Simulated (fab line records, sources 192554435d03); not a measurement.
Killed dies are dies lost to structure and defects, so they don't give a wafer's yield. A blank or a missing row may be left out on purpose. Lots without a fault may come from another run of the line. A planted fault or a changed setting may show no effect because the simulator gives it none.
fab line records | flow n5_finfet
record lots=7 wafers=21
route steps=1938 shown WELL_APT@25 FIN_SAQP@98 SD_EPI_N@278 SD_EPI_P@321 SD_ACTIVATION@331 HKMG_FIN@403 MOL_CONTACT_COAG@562
start_h: hours from the record's first day to the start of the lot's first wafer shown | wait_h: hours since the lot's step before | " the same as in the row above | L1.1+2: a row that stands for several wafers | - no value, or no start given | * or withheld: withheld | < > ~ a bound
route shown NAME@n: a module of which the file shows steps, and the number in the route of the first | usual: mean/standard deviation of fault-free wafers | same: alike in all rows | chamber/n: place in a boat | sites: the reading at each site | _std_site: their standard deviation | _edge_site: outer sites' mean less inner sites' | radius_mm: how far each site lies from the wafer's centre | mask NAME#n: copy n | behind: the tool/chamber that last shaped the wafer | hold: why the lot was held/for how many hours/how that ended | device: the transistor (n, p or np) that didn't switch | end of line: the same wafers' tests at the end of the route | a step without rows: its recipe alone | killed: dies lost to structure and defects at the first sort, not the wafer's yield | map: a wafer's dies, x killed, . not, _ none there
set.NAME: the setting as run; set.NAME@STEP: as run at that earlier step | model.NAME: the simulator's own value behind a step, which no gauge read
lots whose settings were changed on purpose; a table a step, a row a wafer
## steps
# step N5_WELL_APT_PEB_06
# recipe peb_temp_c=130 peb_time_s=90
# columns lot.wafer tool chamber start_h wait_h set.peb_time_s
L076.3+4+5 litho_track-03 0 26.01 0.0 90
L077.4+5+6 litho_track-03 0 33.03 0.0 90
L083.1+6 litho_track-02 0 67.72 0.1 90
L083.5 " 0 " " 76.73
L085.1+2+4 litho_track-02 0 79.57 0.1 90
L088.1 litho_track-02 0 97.59 0.1 105.5
L088.2+3 " 0 " " 90
L090.1 litho_track-04 0 109.44 0.1 90
L090.2+3 " 0 " " 105.3
L092.1 litho_track-02 0 121.44 0.1 90
L092.2+6 " 0 " " 77.21
# step N5_WELL_APT_DEVELOP_07
# recipe develop_time_s=45 rinse_liquid=surfactant_rinse dry=air_spin dev_temp_c=21
# columns lot.wafer tool chamber start_h wait_h set.develop_time_s
L076.3+5 litho_track-03 0 - - 35.44
L076.4 " 0 " " 45
L077.4+5+6 litho_track-03 0 - - 45
L083.1+5+6 litho_track-02 0 - - 45
L085.1 litho_track-02 0 - - 36.75
L085.2+4 " 0 " " 45
L088.1+2+3 litho_track-02 0 - - 45
L090.1+2+3 litho_track-04 0 - - 45
L092.1 litho_track-02 0 - - 45
L092.2+6 " 0 " " 34.92
# step N5_WELL_APT_HARDBAKE_12
# recipe temp_c=130 time_s=120
# step N5_WELL_APT_CD_MEAS_08
# recipe target_cd_nm=200 landing_energy_ev=500 detector=se_inlens
# usual cd_nm=199.7/1.7
# columns lot.wafer tool chamber start_h wait_h set.peb_time_s@WELL_APT_PEB_06 cd_nm
L076.3 cd_sem-02 0 26.13 - 90 198.6
L076.4 " 0 " " 90 200.1
L076.5 " 0 " " 90 199.0
L077.4 cd_sem-03 0 33.14 - 90 202.5
L077.5 " 0 " " 90 201.3
L077.6 " 0 " " 90 202.1
L083.1 cd_sem-01 0 67.83 - 90 199.4
L083.5 " 0 " " 76.73 196.2
L083.6 " 0 " " 90 201.3
L085.1 cd_sem-01 0 79.68 - 90 199.7
L085.2 " 0 " " 90 199.7
L085.4 " 0 " " 90 198.3
L088.1 cd_sem-02 0 97.71 - 105.5 207.8
L088.2 " 0 " " 90 200.3
L088.3 " 0 " " 90 199.0
L090.1 cd_sem-02 0 109.56 - 90 200.7
L090.2 " 0 " " 105.3 203.8
L090.3 " 0 " " 105.3 206.6
L092.1 cd_sem-02 0 121.56 - 90 198.8
L092.2 " 0 " " 77.21 191.1
L092.6 " 0 " " 77.21 193.8
# step N5_WELL_APT_DESCUM_13
# recipe chemistry=O2 time_s=7.9 source_power_w=50 bias_power_w=20 pressure_mtorr=20 rf_frequency_hz=2.712e+07 temp_c=40 o2_flow_sccm=225
# columns lot.wafer tool chamber start_h wait_h set.peb_time_s@WELL_APT_PEB_06 model.WELL_APT.cd_nm
L076.3 rie_diel-04 3 26.21 0.0 90 197.9
L076.4 " 0 " " 90 199.9
L076.5 " 3 " " 90 198.7
L077.4 rie_diel-02 2 33.23 0.0 90 202.5
L077.5 " 3 " " 90 201.3
L077.6 " 2 " " 90 202.1
L083.1 rie_diel-03 1 67.92 0.0 90 199.6
L083.5 " 0 " " 76.73 196.5
L083.6 " 3 " " 90 201
L085.1 rie_diel-04 1 79.77 0.0 90 199.7
L085.2 " 0 " " 90 199.8
L085.4 " 1 " " 90 198
L088.1 rie_diel-02 1 97.88 0.1 105.5 207.7
L088.2 " 2 " " 90 200.1
L088.3 " 0 " " 90 199.2
L090.1 rie_diel-03 0 109.69 0.1 90 200.2
L090.2 " 2 " " 105.3 204.2
L090.3 " 1 " " 105.3 206.6
L092.1 rie_diel-04 1 121.65 0.0 90 198.5
L092.2 " 0 " " 77.21 191
L092.6 " 2 " " 77.21 193.2
# step N5_FIN_SAQP_PECVD_47
# recipe material=a-Si target_thk_a=450 temp_c=400 precursor=SiH4/He pressure_torr=3 rf_w=100 time_s=36.3
# columns lot.wafer tool chamber start_h wait_h set.time_s model.a-Si_of_FIN_SAQP_PECVD_47.thk_nm
L076.3 pecvd-03 1 33.89 0.1 36.3 44.67
L076.4 " 0 " " 36.3 44.83
L076.5 " 0 " " 36.3 44.84
L077.4 pecvd-04 1 40.00 0.1 36.3 45.67
L077.5 " 2 " " 36.3 45.43
L077.6 " 0 " " 36.3 45.39
L083.1 pecvd-01 0 76.30 0.0 31.71 39.01
L083.5 " 1 " " 31.71 39.23
L083.6 " 2 " " 36.3 46.34
L085.1 pecvd-01 1 87.04 0.0 38.31 46.93
L085.2 " 2 " " 38.31 47.85
L085.4 " 1 " " 36.3 44.77
L088.1 pecvd-03 2 106.00 0.0 36.3 43.7
L088.2 " 0 " " 31.49 39.26
L088.3 " 1 " " 36.3 44.52
L090.1 pecvd-03 2 118.69 0.0 34.55 42.15
L090.2 " 1 " " 36.3 44.01
L090.3 " 0 " " 34.55 42.95
L092.1 pecvd-04 1 129.10 0.0 36.3 44.92
L092.2 " 0 " " 36.3 43.9
L092.6 " 1 " " 34.06 42.15
# step N5_FIN_SAQP_EXPOSE_13
# recipe mask_id=FIN_CORE na=1.35 source_shape=dipole sigma_inner=0.538 sigma_outer=0.738 polarization=te target_cd_nm=35.6 dose_mj=63.25
# columns lot.wafer tool chamber start_h wait_h mask set.dose_mj
L076.3+4+5 arfi_scanner-01 0 40.12 - FIN_CORE#0 63.25
L077.4+5+6 arfi_scanner-03 0 40.52 - FIN_CORE#0 63.25
L083.1+6 arfi_scanner-02 0 76.82 - FIN_CORE#0 67.71
L083.5 " 0 " " FIN_CORE#0 63.25
L085.1+2 arfi_scanner-02 0 87.44 - FIN_CORE#0 61.63
L085.4 " 0 " " FIN_CORE#0 63.25
L088.1+3 arfi_scanner-02 0 106.43 - FIN_CORE#0 67.74
L088.2 " 0 " " FIN_CORE#0 63.25
L090.1+2+3 arfi_scanner-01 0 119.12 - FIN_CORE#0 65.79
L092.1+2+6 arfi_scanner-02 0 129.72 - FIN_CORE#0 63.25
# step N5_FIN_SAQP_PEB_14
# recipe peb_temp_c=withheld peb_time_s=60 resist=CAR-ArF
# step N5_FIN_SAQP_DEVELOP_15
# recipe develop_time_s=30 developer=TMAH resist=CAR-ArF dev_temp_c=23 rinse_liquid=diw dry=air_spin
# step N5_FIN_SAQP_CD_MEAS_16
# recipe target_cd_nm=35.6 landing_energy_ev=500 detector=se_inlens
# usual cd_nm=35.5/0.34
# columns lot.wafer tool chamber start_h wait_h set.dose_mj@FIN_SAQP_EXPOSE_13 cd_nm
L076.3 cd_sem-03 0 40.24 - 63.25 35.5
L076.4 " 0 " " 63.25 35.5
L076.5 " 0 " " 63.25 35.9
L077.4 cd_sem-01 0 40.64 - 63.25 35.3
L077.5 " 0 " " 63.25 35.1
L077.6 " 0 " " 63.25 35.6
L083.1 cd_sem-01 0 76.95 - 67.71 33.1
L083.5 " 0 " " 63.25 35.9
L083.6 " 0 " " 67.71 33.1
L085.1 cd_sem-02 0 87.57 - 61.63 35.5
L085.2 " 0 " " 61.63 36.0
L085.4 " 0 " " 63.25 35.7
L088.1 cd_sem-01 0 106.56 - 67.74 33.1
L088.2 " 0 " " 63.25 35.3
L088.3 " 0 " " 67.74 33.6
L090.1 cd_sem-02 0 119.25 - 65.79 34.6
L090.2 " 0 " " 65.79 34.5
L090.3 " 0 " " 65.79 33.8
L092.1 cd_sem-01 0 129.84 - 63.25 36.2
L092.2 " 0 " " 63.25 35.6
L092.6 " 0 " " 63.25 35.8
# step N5_FIN_SAQP_ETCH_57
# recipe chemistry=CH3F/O2 target=SiNx mask_material=SiO2 target_depth_a=325 time_s=46.4 pressure_mtorr=30 source_w=395 bias_w=73 Ar_flow_sccm=150 CH3F_flow_sccm=30 O2_flow_sccm=20 ion_energy_ev=120 ends=cleared
# step N5_FIN_SAQP_ETCH_65
# recipe chemistry=CF4 target=SiO2 target_depth_a=40 ion_energy_ev=350 time_s=4.4 pressure_mtorr=10 icp_w=800 bias_w=400 cf4_flow_sccm=80
# step N5_FIN_SAQP_MANDREL_ETCH_58
# recipe chemistry=HBr/Cl2 target=a-Si target_depth_a=450 bt_time_s=10 stop_on=SiNx mask_material=SiO2 over_etch_frac=0.8 time_s=27 pressure_mtorr=10 icp_w=800 bias_w=75 HBr_flow_sccm=150 Cl2_flow_sccm=80 ends=end_point
# usual oes_product_au=0.699/0.01
# columns lot.wafer tool chamber start_h wait_h set.time_s@FIN_SAQP_PECVD_47 oes_product_au model.etch.depth_nm
L076.3 rie_si-04 3 42.55 0.0 36.3 0.694 44.67
L076.4 " 0 " " 36.3 0.704 44.83
L076.5 " 0 " " 36.3 0.706 44.84
L077.4 rie_si-04 1 42.95 0.0 36.3 0.715 45.67
L077.5 " 1 " " 36.3 0.714 45.43
L077.6 " 2 " " 36.3 0.704 45.39
L083.1 rie_si-01 0 79.24 0.0 31.71 0.650 39.01
L083.5 " 2 " " 31.71 0.648 39.23
L083.6 " 3 " " 36.3 0.711 46.34
L085.1 rie_si-03 0 90.14 0.0 38.31 0.734 46.93
L085.2 " 2 " " 38.31 0.717 47.85
L085.4 " 3 " " 36.3 0.687 44.77
L088.1 rie_si-03 2 109.10 0.0 36.3 0.682 43.7
L088.2 " 0 " " 31.49 0.659 39.26
L088.3 " 3 " " 36.3 0.693 44.52
L090.1 rie_si-01 0 121.54 0.0 34.55 0.669 42.15
L090.2 " 3 " " 36.3 0.684 44.01
L090.3 " 1 " " 34.55 0.686 42.95
L092.1 rie_si-01 1 132.46 0.0 36.3 0.693 44.92
L092.2 " 2 " " 36.3 0.691 43.9
L092.6 " 2 " " 34.06 0.678 42.15
# step N5_SD_EPI_N_ETCH_45
# recipe chemistry=CH3F/O2 target=SiOCN target_depth_a=60 mask_material=SOC ion_energy_ev=60 bias_w=29 pressure_mtorr=15 source_w=410 Ar_flow_sccm=150 CH3F_flow_sccm=30 O2_flow_sccm=20
# columns lot.wafer tool chamber start_h wait_h set.target_depth_a model.etch.depth_nm
L076.3 rie_diel-03 2 70.12 0.1 60 6.139
L076.4 " 3 " " 56.38 5.559
L076.5 " 1 " " 56.38 5.167
L077.4 rie_diel-04 1 76.25 0.1 60 6.168
L077.5 " 0 " " 60 5.757
L077.6 " 3 " " 60 5.908
L083.1 rie_diel-02 1 105.73 0.1 60 5.873
L083.5 " 3 " " 60 5.95
L083.6 " 0 " " 64.87 6.505
L085.1 rie_diel-02 2 117.11 0.1 66.93 6.656
L085.2 " 0 " " 60 6.045
L085.4 " 1 " " 60 5.821
L088.1 rie_diel-02 3 133.48 0.1 60 5.951
L088.2 " 1 " " 62.29 6.135
L088.3 " 0 " " 62.29 6.38
L090.1 rie_diel-02 1 147.37 0.1 57.65 5.641
L090.2 " 2 " " 60 6.049
L090.3 " 0 " " 57.65 5.89
L092.1 rie_diel-02 3 163.24 0.1 52.76 5.388
L092.2 " 2 " " 60 6.024
L092.6 " 0 " " 52.76 5.358
# step N5_SD_EPI_P_EPI_21
# recipe material=SiGe:B dopant=B temp_c=550 pressure_torr=20 ambient=H2 time_s=355
# columns lot.wafer tool chamber start_h wait_h set.epi_growth_time_s model.SiGe-B_of_SD_EPI_P_EPI_21.thk_nm
L076.3 epi_rpcvd-04 0 77.68 1.1 385.9 67
L076.4 " 0 " " 355 62.2
L076.5 " 0 " " 355 62
L077.4 epi_rpcvd-04 0 83.86 1.5 355 61.8
L077.5 " 0 " " 355 61.6
L077.6 " 0 " " 355 61.2
L083.1+5 epi_rpcvd-04 0 111.80 0.2 355 60
L083.6 " 0 114.20 2.4 355 59.8
L085.1 epi_rpcvd-01 0 123.89 0.2 355 60.8
L085.2 " 0 " " 355 60.2
L085.4 " 0 " " 355 60
L088.1 epi_rpcvd-01 0 140.76 0.1 320.8 56.6
L088.2 " 0 " " 320.8 56.8
L088.3 " 0 " " 355 59.4
L090.1 epi_rpcvd-01 0 153.24 0.1 355 61.8
L090.2 " 0 " " 321.5 57.8
L090.3 " 0 " " 321.5 58
L092.1 epi_rpcvd-02 0 168.58 0.1 355 61.4
L092.2+6 " 0 " " 364.4 62.2
# step N5_SD_ACTIVATION_LSA_01
# recipe temp_c=1080 time_s=0.0008 ambient=N2
# usual wafer_temp_C_max=1085.2/1.1
# columns lot.wafer tool chamber start_h wait_h set.temp_c wafer_temp_C_max
L076.3 laser_anneal-02 0 80.10 0.2 1080 1085.5
L076.4 " 0 " " 1049 1054.0
L076.5 " 0 " " 1080 1085.1
L077.4 laser_anneal-02 0 85.83 0.2 1080 1084.0
L077.5 " 0 " " 1080 1086.2
L077.6 " 0 " " 1080 1085.4
L083.1 laser_anneal-02 0 115.16 0.2 1080 1085.0
L083.5 " 0 " " 1052 1058.1
L083.6 " 0 " " 1052 1058.3
L085.1 laser_anneal-02 0 127.34 0.2 1099 1103.9
L085.2 " 0 " " 1080 1086.2
L085.4 " 0 " " 1080 1085.8
L088.1 laser_anneal-01 0 143.36 0.2 1080 1084.8
L088.2 " 0 " " 1080 1085.7
L088.3 " 0 " " 1080 1084.3
L090.1 laser_anneal-01 0 155.84 0.2 1080 1084.8
L090.2 " 0 " " 1080 1084.1
L090.3 " 0 " " 1080 1083.6
L092.1 laser_anneal-01 0 171.18 0.2 1067 1071.4
L092.2 " 0 " " 1080 1085.3
L092.6 " 0 " " 1067 1071.4
# step N5_SD_ACTIVATION_RS_MEAS_03
# recipe thk_meas_gauge=four-point-probe
# usual RS_SD_N=21.91/0.25 RS_SD_P=56.0/1
# columns lot.wafer tool chamber start_h wait_h set.epi_growth_time_s@SD_EPI_P_EPI_21 set.temp_c@SD_ACTIVATION_LSA_01 RS_SD_N[ohm/sq] RS_SD_P[ohm/sq]
L076.3 film_metro-01 - 80.28 0.2 385.9 1080 21.77 51.0
L076.4 " - " " 355 1049 25.47 55.8
L076.5 " - " " 355 1080 21.72 55.2
L077.4 film_metro-02 - 86.00 0.1 355 1080 22.02 56.3
L077.5 " - " " 355 1080 22.29 56.4
L077.6 " - " " 355 1080 22.07 57.4
L083.1 film_metro-02 - 115.36 0.2 355 1080 21.46 57.9
L083.5 " - " " 355 1052 24.65 58.1
L083.6 " - " " 355 1052 24.56 58.4
L085.1 film_metro-01 - 127.54 0.2 355 1099 19.88 55.9
L085.2 " - " " 355 1080 22.29 56.4
L085.4 " - " " 355 1080 22.04 56.6
L088.1 film_metro-01 - 143.57 0.2 320.8 1080 22.21 60.2
L088.2 " - " " 320.8 1080 22.09 59.7
L088.3 " - " " 355 1080 21.72 56.9
L090.1 film_metro-02 - 156.04 0.2 355 1080 21.65 56.0
L090.2 " - " " 321.5 1080 21.42 60.1
L090.3 " - " " 321.5 1080 21.43 59.2
L092.1 film_metro-01 - 171.38 0.2 355 1067 23.42 56.5
L092.2 " - " " 364.4 1080 22.20 55.0
L092.6 " - " " 364.4 1067 23.43 55.5
# step N5_HKMG_FIN_ETCH_55
# recipe chemistry=N2/H2 target=SOC target_depth_a=2400 temp_c=40 time_s=300 ion_energy_ev=200 mask_material=SiARC pressure_mtorr=30 source_w=840 bias_w=150 n2_flow_sccm=200 h2_flow_sccm=200
# usual rf_vpp_V=524.5/2.4
# columns lot.wafer tool chamber start_h wait_h set.bias_w rf_vpp_V
L076.3 rie_diel-04 3 93.60 0.0 150 527.1
L076.4 " 3 " " 159.1 547.2
L076.5 " 0 " " 150 526.4
L077.4 rie_diel-04 1 99.77 0.1 150 524.7
L077.5 " 2 " " 150 520.7
L077.6 " 3 " " 150 526.5
L083.1 rie_diel-03 2 128.72 0.0 150 520.0
L083.5 " 2 " " 158.5 539.7
L083.6 " 1 " " 158.5 542.1
L085.1 rie_diel-02 0 141.03 0.0 138.1 499.0
L085.2 " 1 " " 150 522.2
L085.4 " 0 " " 138.1 498.9
L088.1 rie_diel-02 2 158.32 0.0 150 526.4
L088.2 " 0 " " 136.6 494.7
L088.3 " 1 " " 136.6 492.6
L090.1 rie_diel-04 0 169.76 0.0 160.8 549.2
L090.2 " 1 " " 160.8 547.5
L090.3 " 3 " " 150 524.8
L092.1 rie_diel-03 1 185.05 0.0 150 523.6
L092.2 " 3 " " 137.9 501.0
L092.6 " 3 " " 150 528.5
# step N5_HKMG_FIN_ETCH_58
# recipe chemistry=N2/H2 target=SOC target_depth_a=2158 ion_energy_ev=50 bias_w=13 time_s=741 pressure_mtorr=30 source_w=875 n2_flow_sccm=200 h2_flow_sccm=200
# usual rf_vpp_V=99.2/0.94
# columns lot.wafer tool chamber start_h wait_h set.source_w rf_vpp_V
L076.3 rie_diel-04 3 93.81 0.0 875 99.1
L076.4 " 3 " " 875 99.2
L076.5 " 0 " " 875 98.6
L077.4 rie_diel-04 1 100.10 0.2 875 99.7
L077.5 " 2 " " 875 99.4
L077.6 " 3 " " 875 97.0
L083.1 rie_diel-03 2 128.93 0.0 875 99.3
L083.5 " 2 " " 875 99.6
L083.6 " 1 " " 875 99.6
L085.1 rie_diel-02 0 141.25 0.0 875 97.8
L085.2 " 1 " " 775.1 102.9
L085.4 " 0 " " 875 99.0
L088.1 rie_diel-02 2 158.53 0.0 875 99.8
L088.2 " 0 " " 775 103.3
L088.3 " 1 " " 875 98.6
L090.1 rie_diel-04 0 169.97 0.0 989 95.6
L090.2 " 1 " " 989 94.5
L090.3 " 3 " " 875 99.2
L092.1 rie_diel-03 1 185.26 0.0 875 98.2
L092.2 " 3 " " 791.6 105.3
L092.6 " 3 " " 791.6 104.7
# step N5_MOL_CONTACT_COAG_ALD_123
# recipe material=SiNx target_thk_a=50 temp_c=400 ald_precursor_family=SiH2I2 ald_co_reactant=N2/H2-plasma pulse_time_s=1 purge_time_s=2 co_reactant_purge_time_s=2 ald_cycles=100 pressure_torr=2
# columns lot.wafer tool chamber start_h wait_h set.ald_cycles model.SiNx_of_MOL_CONTACT_COAG_ALD_123.thk_nm
L076.3+5 ald_sin-03 2,0 118.64 0.0 84 4.2
L076.4 " 3 " " 100 5
L077.4+5+6 ald_sin-03 0,3,2 125.47 0.4 100 5
L083.1+6 ald_sin-01 1,3 152.25 0.0 100 5
L083.5 " 2 " " 94 4.8
L085.1 ald_sin-01 2 166.13 0.0 105 5.2
L085.2+4 " 3,1 " " 100 5
L088.1+3 ald_sin-01 1,0 184.59 0.2 109 5.4
L088.2 " 3 " " 100 5
L090.1 ald_sin-03 1 192.94 0.0 106 5.2
L090.2+3 " 2,0 " " 100 5
L092.1+2 ald_sin-04 2,0 208.59 0.5 100 5
L092.6 " 1 " " 113 5.6
## key
split step=N5_WELL_APT_PEB_06 setting=peb_time_s stated=90 by=wafer
response step=N5_WELL_APT_CD_MEAS_08 reading=cd_nm change=+0.368 per=1% r=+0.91
response step=N5_WELL_APT_DESCUM_13 reading=model.WELL_APT.cd_nm change=+0.372 per=1% r=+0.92
split step=N5_WELL_APT_DEVELOP_07 setting=develop_time_s stated=45 by=wafer
response none clear
split step=N5_FIN_SAQP_PECVD_47 setting=time_s stated=36.3 by=wafer
response step=N5_FIN_SAQP_PECVD_47 reading=model.a-Si_of_FIN_SAQP_PECVD_47.thk_nm change=+0.447 per=1% r=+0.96
response step=N5_FIN_SAQP_MANDREL_ETCH_58 reading=oes_product_au change=+0.00349 per=1% r=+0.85
response step=N5_FIN_SAQP_MANDREL_ETCH_58 reading=model.etch.depth_nm change=+0.447 per=1% r=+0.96
split step=N5_FIN_SAQP_EXPOSE_13 setting=dose_mj stated=63.25 by=wafer
response step=N5_FIN_SAQP_CD_MEAS_16 reading=cd_nm change=-0.315 per=1% r=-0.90
split step=N5_SD_EPI_N_ETCH_45 setting=target_depth_a stated=60 by=wafer
response step=N5_SD_EPI_N_ETCH_45 reading=model.etch.depth_nm change=+0.068 per=1% r=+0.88
split step=N5_SD_EPI_P_EPI_21 setting=epi_growth_time_s stated=355 by=wafer
response step=N5_SD_EPI_P_EPI_21 reading=model.SiGe-B_of_SD_EPI_P_EPI_21.thk_nm change=+0.407 per=1% r=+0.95
response step=N5_SD_ACTIVATION_RS_MEAS_03 reading=RS_SD_P change=-0.398 per=1% r=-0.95
split step=N5_SD_ACTIVATION_LSA_01 setting=temp_c stated=1080 by=wafer
response step=N5_SD_ACTIVATION_LSA_01 reading=wafer_temp_C_max change=* per=1% r=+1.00
response step=N5_SD_ACTIVATION_RS_MEAS_03 reading=RS_SD_N change=-1.25 per=1% r=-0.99
split step=N5_HKMG_FIN_ETCH_55 setting=bias_w stated=150 by=wafer
response step=N5_HKMG_FIN_ETCH_55 reading=rf_vpp_V change=+3.32 per=1% r=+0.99
split step=N5_HKMG_FIN_ETCH_58 setting=source_w stated=875 by=wafer
response step=N5_HKMG_FIN_ETCH_58 reading=rf_vpp_V change=-0.416 per=1% r=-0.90
split step=N5_MOL_CONTACT_COAG_ALD_123 setting=ald_cycles stated=100 by=wafer
response step=N5_MOL_CONTACT_COAG_ALD_123 reading=model.SiNx_of_MOL_CONTACT_COAG_ALD_123.thk_nm change=+0.0458 per=1% r=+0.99
